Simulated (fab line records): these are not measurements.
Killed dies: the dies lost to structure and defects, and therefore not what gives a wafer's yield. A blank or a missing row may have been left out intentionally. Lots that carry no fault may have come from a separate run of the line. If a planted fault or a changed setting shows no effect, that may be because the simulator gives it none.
A lot that was struck, set against a sound lot :: flow n5Finfet :: 18 out of 1938 route steps
Sound: wafers L603.2, L603.4, L603.5. Struck: wafer L606.1. (L606.2, L606.4 of the same lot were not struck and are left out.) The cause comes at the end.
Order at every step that has rows: each side's tool, ch and its chambers, its first start. Under that, the readings that differ: sound wafers :: struck wafers :: difference of the means :: sigmas: that difference in standard deviations of wafers without a fault.
alike: readings with means less than 2 such deviations apart, plus words and numbers identical on both sides. not compared: withheld readings, readings lacking a value on some wafer, bounds such as >300 that could conceal the same value, and numbers that have no deviation in the record and whose values overlap.
The two part at a step that has a row with sigmas, a row that says differs or no value, or rows on one side only. When numbers do not overlap yet have no deviation, they are printed without sigmas and do not part them. Lack of a reading on every wafer of one side parts them only where that side has two or more wafers.

N5_BEOL_M2_ANNEAL_82: time 240 s.
  struck on pvdSputter-03, day 11 01:22; sound on pvdSputter-01, day 9 09:26
  alike: heaterPowerW, susceptorTempC
then, 3 steps without rows for these wafers: N5_BEOL_M2_SPUTTER_86 (material Cu, target thk 4.5 nm, time 8.29 s); N5_BEOL_M2_ANNEAL_87 (time 240 s); N5_BEOL_M2_SPUTTER_88 (material Cu, target thk 4.5 nm, time 8.29 s).
N5_BEOL_M2_ANNEAL_89: time 240 s.
  struck on pvdSputter-03, day 11 01:49; sound on pvdSputter-01, day 9 09:52
  alike: heaterPowerW, susceptorTempC
N5_BEOL_M2_SPUTTER_90: material Cu, target thk 4.5 nm, time 8.29 s.
  struck on pvdSputter-03, day 11 01:57; sound on pvdSputter-01, day 9 10:01
  alike: susceptorTempC, throttleValvePct
then, 1 step without rows for these wafers: N5_BEOL_M2_ANNEAL_91 (time 240 s).
N5_BEOL_M2_SPUTTER_92: material Cu, target thk 4.5 nm, time 8.29 s.
  struck on pvdSputter-03, day 11 02:10; sound on pvdSputter-01, day 9 10:14
  alike: susceptorTempC, throttleValvePct
N5_BEOL_M2_ANNEAL_93: time 240 s.
  struck on pvdSputter-03, day 11 02:15; sound on pvdSputter-01, day 9 10:19
  alike: heaterPowerW, susceptorTempC
then, 3 steps without rows for these wafers: N5_BEOL_M2_SPUTTER_94 (material Cu, target thk 4.5 nm, time 8.29 s); N5_BEOL_M2_ANNEAL_95 (time 240 s); N5_BEOL_M2_SPUTTER_96 (material Cu, target thk 4.5 nm, time 8.29 s).
N5_BEOL_M2_ECD_50: material Cu, target thk 300 nm.
  sound on ecdCu-01 ch 1, day 9 10:47; struck on ecdCu-01 ch 1, day 11 02:44
reading: model.Cu_of_BEOL_M2_ECD_50.thkNm (nm)
sound: 303.4 303 295.6
struck: 162.2
difference: -138.5
sigmas: 
then, 1 step without rows for these wafers: N5_BEOL_M2_ANNEAL_51 (time 90 s).
N5_BEOL_M2_CMP_52: polishes, stops on SiOC, t overpolish 6.8 s, target thk 40 nm.
  sound on cmp-01 ch 0,1,2, day 9 11:14; struck on cmp-02 ch 3, day 11 03:09
reading: timeToEndpointS (s)
sound: 67.3 60.8 57.8
struck: 34.5
difference: -27.5
sigmas: -9
  alike: motorCurrentA
N5_BEOL_M2_THK_MEAS_53: measures by xrf.
  struck on filmMetro-01, day 11 03:26; sound on filmMetro-02, day 9 11:28
  alike: M2_THK
N5_BEOL_M4_RC_MEAS_101:
  sound on prober-01 ch 0, day 10 23:35; struck on prober-01 ch 0, day 12 06:58
  alike: DIBL_N, DIBL_P, IOFF_N, IOFF_P, ION_N, ION_P, SS_N, SS_P, VT_N, VT_P
-- here the record skips 4 days between the struck wafers' starts before and after, leaving off in module BEOL_M4 and picking up in module PASSIVATION (first step shown: number 1936 of the route) --
N5_PASSIVATION_PROBE_49:
  the record has rows for the struck wafers here (prober-01, day 16 15:19) and none for the sound ones

## WHERE THEY PART
At N5_BEOL_M2_CMP_52 first; at N5_PASSIVATION_PROBE_49 last (within this record only).

WHY: what the simulator had put in
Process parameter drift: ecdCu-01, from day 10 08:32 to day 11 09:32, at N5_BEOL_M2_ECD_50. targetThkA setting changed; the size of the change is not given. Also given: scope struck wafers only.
